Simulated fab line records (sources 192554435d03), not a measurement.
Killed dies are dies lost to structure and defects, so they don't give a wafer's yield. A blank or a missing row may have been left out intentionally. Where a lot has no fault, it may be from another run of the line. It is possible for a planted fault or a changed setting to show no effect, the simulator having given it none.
A single fault, viewed from 2 desks | flow n5Finfet | what lay behind the numbers comes last; until then each desk has only its own

== TOOL OWNER'S DESK, lithoTrack-02 ==
The tool's own readings at N5_PMOS_HMC_CHANNEL_EPI_COAT_31 (time 60 s, resist thk 66 nm): means of the sampled wafers that have a number, for each lot that ran on this tool. If a lot's mean is further than 4 standard deviations from the usual mean, the lot is out of limits and carries the mark OUT (the distance appears in the brackets).
Columns: A = spinSpeedRpm at N5_PMOS_HMC_CHANNEL_EPI_COAT_31, usual 1500.2 rpm
lot  | first seen here | A
L205 | day 2 04:50     | 1500.0
L210 | day 3 11:36     | 1499.4
L214 | day 4 11:01     | 1501.4
L224 | day 6 23:13     | 1293.3 (-99 or more) OUT
L225 | day 7 04:40     | 1293.2 (-99 or more) OUT
This desk's verdict: out of limits on L224, L225, starting with L224 at day 6 23:13 (spinSpeedRpm at N5_PMOS_HMC_CHANNEL_EPI_COAT_31). L205, L210, L214: within limits.

== AT THE METROLOGY DESK ==
Means of the sampled wafers that have a number, per lot and without regard to the tool the lot ran on: this is what the gauges read. If a lot's mean is further than 4 standard deviations from the usual mean, the lot is out of limits and carries the mark OUT (the distance appears in the brackets). Readings shown: 7 of its 13, picked as those furthest out on some lot.
Columns: A = cdNm at N5_WELL_APT_CD_MEAS_08, usual 201 nm; B = cdNm at N5_WELL_APT_CD_MEAS_25, usual 198.9 nm; C = PMOS_HMC_BLK_OVL at N5_PMOS_HMC_CHANNEL_EPI_OVL_MEAS_10, usual -0.5 nm; D = DIBL_P at N5_BEOL_M4_RC_MEAS_101, usual 36.3 mV/V; E = IOFF_N at N5_BEOL_M4_RC_MEAS_101, usual 0.16 nA/um; F = VT_N at N5_BEOL_M4_RC_MEAS_101, usual 249 mV; G = VT_P at N5_BEOL_M4_RC_MEAS_101, usual -250.0 mV
lot  | first seen here | A   | B     | C    | D    | E    | F   | G
L203 | day 1 13:50     | 205 | 199.3 | 0.6  | 35.0 | 0.14 | 254 | -245.4
L204 | day 1 20:04     | 199 | 195.8 | -1.2 | 36.9 | 0.19 | 245 | -247.7
L205 | day 2 01:34     | 194 | 197.9 | -0.2 | 36.6 | 0.16 | 252 | -252.4
L206 | day 2 08:03     | 201 | 198.1 | 0.7  | 32.2 | 0.11 | 255 | -252.9
L207 | day 2 13:45     | 197 | 196.8 | -0.4 | 36.3 | 0.18 | 248 | -250.6
L208 | day 2 19:43     | 199 | 199.8 | 0.0  | 37.4 | 0.16 | 252 | -253.0
L210 | day 3 08:02     | 204 | 204.0 | -1.1 | 34.3 | 0.13 | 252 | -250.5
L213 | day 4 01:41     | 204 | 199.8 | 0.0  | 35.1 | 0.15 | 247 | -249.9
L214 | day 4 07:51     | 205 | 197.8 | -0.4 | 35.2 | 0.15 | 251 | -249.1
L216 | day 4 19:57     | 200 | 200.0 | 0.1  | 40.3 | 0.22 | 244 | -248.2
L224 | day 6 19:52     | 197 | 199.3 | -0.1 | 37.8 | 0.18 | 248 | -252.0
L225 | day 7 01:42     | 198 | 198.7 | -2.0 | 39.0 | 0.21 | 244 | -246.3
Finding of this desk: none of the 12 lots has anything out of limits.

== PUT TOGETHER ==
An alarm could have come from the tool owner's desk at day 6 23:13, on L224, L225.
Metrology desk: nothing out of limits seen.
The metrology desk has L224, L225 on record, within its limits.
On lithoTrack-02, each named lot ran N5_PMOS_HMC_CHANNEL_EPI_COAT_31.

== WHAT THE SIMULATOR HAD INSERTED ==
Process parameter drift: lithoTrack-02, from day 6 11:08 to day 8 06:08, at N5_PMOS_HMC_CHANNEL_EPI_COAT_31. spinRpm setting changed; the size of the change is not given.
Lots struck among those shown: L224, L225.
Delay in hours, fault start to first out-of-limits reading, by desk: the tool owner's desk at 12.
